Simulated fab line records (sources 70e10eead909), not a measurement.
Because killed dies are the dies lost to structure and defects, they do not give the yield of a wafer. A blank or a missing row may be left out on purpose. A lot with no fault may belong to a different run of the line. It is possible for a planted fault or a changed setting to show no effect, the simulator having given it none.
Matching of chambers    flow nand harc    NHARC_P_GATE_DEP_103 on pecvd-04 has 3 sister chambers
The step deposits SiON, target thk 30 nm. 3 wafers are shown with their chamber, then 7 later ones without.

## WAFERS, EACH WITH ITS CHAMBER
wafer   chamber  heater power w (W)
L130.1  2        661
L129.2  1        770
L129.4  0        761

## WAFERS WITHOUT THEIR CHAMBER
wafer   heater power w (W)
L129.6  803
L134.1  780
L134.4  793
L134.5  783
L135.1  719
L135.4  729
L135.6  775

## CHAMBER TAKEN BY EACH
wafer   from the rows above           in truth
L129.6  can't be placed: 1 or 0       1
L134.1  can't be placed: 1 or 0       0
L134.4  can't be placed: 1 or 0       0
L134.5  can't be placed: 1 or 0       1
L135.1  can't be placed: 0 or 1 or 2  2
L135.4  can't be placed: 0 or 1 or 2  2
L135.6  can't be placed: 1 or 0       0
Correct placement for 0 of the 7. These rows do not allow placing 7 (true chamber among the candidates in 7). Wrongly placed: 0.
How it was worked out, from the rows above alone: a wafer's distance from a chamber is the root of the sum, over the readings, of the square of ((its reading less the chamber's mean) divided by the reading's scatter). If the next closest chamber is less than 2 further off than the closest, the wafer can't be placed; otherwise it belongs to the closest. A chamber's mean is the mean of its shown wafers. The scatter: with one shown wafer a chamber, the root of the mean of the squares of how far each hidden wafer lies from its nearest shown one.
